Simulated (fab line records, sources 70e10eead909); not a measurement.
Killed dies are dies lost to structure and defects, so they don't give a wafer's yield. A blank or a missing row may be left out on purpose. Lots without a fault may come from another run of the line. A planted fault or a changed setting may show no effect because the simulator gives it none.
A struck lot beside a sound one | flow nand_harc | 15 steps out of a route of 1159
Sound: wafers L547.1, L547.3, L547.4. Struck: wafer L558.4. (L558.5 of the same lot was not struck and is left out.) The cause comes at the end.
At each step with rows: each side's tool, then ch and its chambers, then its first start. Under that, the readings that differ: sound wafers | struck wafers | difference of the means | sigmas: that difference in standard deviations of wafers without a fault.
alike: readings whose means differ by less than 2 such deviations, and words and numbers that are the same on both sides. not compared: withheld readings, readings that some wafer has no value for, bounds like >300 that may hide the same value, and numbers for which the record gives no deviation and whose values overlap.
The two part at a step that has a row with sigmas, a row that says differs or no value, or rows on one side only. Numbers that don't overlap but have no deviation are shown without sigmas and don't part them. A reading that every wafer of one side lacks parts them only if that side has two wafers or more.

NHARC_A_M0_OVL_MEAS_10: pitch 160 nm.
  sound on overlay-01, day 18 08:55; struck on overlay-02, day 20 11:58
  reading           | sound          | struck | difference | sigmas
  overlay_y_nm (nm) | -1.7 -1.4 -0.7 | 1.2    | +2.5       | +3
  alike: overlay_x_nm
NHARC_A_M0_INSPECT_11:
  sound on defect_inspect-01, day 18 08:56; struck on defect_inspect-01, day 20 12:01
  reading          | sound    | struck | difference | sigmas
  raw_defect_count | 23 16 14 | 45     | +27        | +2
NHARC_A_M0_DESCUM_14: chemistry O2, time 3 s.
  sound on rie_diel-06 ch 0,2,3, day 18 09:00; struck on rie_diel-06 ch 3, day 20 12:04
  reading                | sound    | struck | difference | sigmas
  rf_hours_counter_h (h) | 12 11 11 | 4      | -7         |
  alike: drypump_motor_current_A, oes_product_au, rf_vpp_V, showerhead_plenum_p_Torr, throttle_valve_pct
NHARC_A_M0_ETCH_34: etches the open film in N2/H2, target depth 40 nm, overetch 12 nm, time 43.94 s.
  sound on rie_diel-06 ch 0,1,2, day 18 09:05; struck on rie_diel-06 ch 2, day 20 12:10
  reading                | sound             | struck | difference | sigmas
  oes_product_au (a.u.)  | 1.003 0.990 0.999 | 1.014  | +0.017     | +2
  rf_hours_counter_h (h) | 11 11 12          | 4      | -7         |
  alike: bias_w, drypump_motor_current_A, rf_vpp_V, showerhead_plenum_p_Torr, throttle_valve_pct
then, 1 step without rows for these wafers: NHARC_A_M0_ETCH_15 (etches the open film in C4F8/Ar, target depth 150 nm, overetch 15 nm, time 82.5 s).
NHARC_A_M0_CD_MEAS_16:
  sound on cd_sem-01, day 18 09:18; struck on cd_sem-02, day 20 12:23
  reading    | sound          | struck | difference | sigmas
  cd_nm (nm) | 79.9 80.4 80.0 | 78.5   | -1.6       | -3
NHARC_A_M0_STRIP_18: strips in N2/H2.
  sound on rie_diel-10 ch 0,2,3, day 18 09:23; struck on rie_diel-10 ch 0, day 20 12:32
  reading                | sound | struck | difference | sigmas
  rf_hours_counter_h (h) | 4 3 3 | 8      | +5         |
  alike: drypump_motor_current_A, oes_product_au, rf_vpp_V, showerhead_plenum_p_Torr, throttle_valve_pct
then, 1 step without rows for these wafers: NHARC_A_M0_STRIP_19 (strips in post etch residue remover, time 600 s).
NHARC_A_M0_DEGAS_28: time 60 s.
  sound on pvd_sputter-01, day 18 09:56; struck on pvd_sputter-01, day 20 13:01
  alike: heater_power_w
then, 3 steps without rows for these wafers: NHARC_A_M0_PRE_CLEAN_29 (time 30 s); NHARC_A_M0_PVD_20 (deposits TaN, target thk 5 nm, time 8.06 s); NHARC_A_M0_PVD_21 (deposits Cu, target thk 30 nm, time 20.49 s).
NHARC_A_M0_ECD_22: material Cu, target thk 400 nm.
  sound on ecd_cu-01 ch 0,1, day 18 10:20; struck on ecd_cu-02 ch 0, day 20 13:28
NHARC_A_M0_ANNEAL_30: time 90 s.
  sound on rtp_anneal-01 ch 0, day 18 10:40; struck on rtp_anneal-01 ch 0, day 20 13:55
  alike: wafer_temp_C_max
NHARC_A_M0_CMP_23: polishes, t overpolish 20 s, target thk 113.75 nm.
  sound on cmp-01 ch 1,2,3, day 18 11:01; struck on cmp-04 ch 1, day 20 14:06
  reading                | sound          | struck | difference | sigmas
  time_to_endpoint_s (s) | 26.6 27.4 26.6 | 7.6    | -19.3      | -9
  alike: motor_current_A, slurry_filter_dp_kPa

WHERE THEY PART
First at NHARC_A_M0_OVL_MEAS_10; last, within this record, at NHARC_A_M0_CMP_23.

WHY: what the simulator had put in
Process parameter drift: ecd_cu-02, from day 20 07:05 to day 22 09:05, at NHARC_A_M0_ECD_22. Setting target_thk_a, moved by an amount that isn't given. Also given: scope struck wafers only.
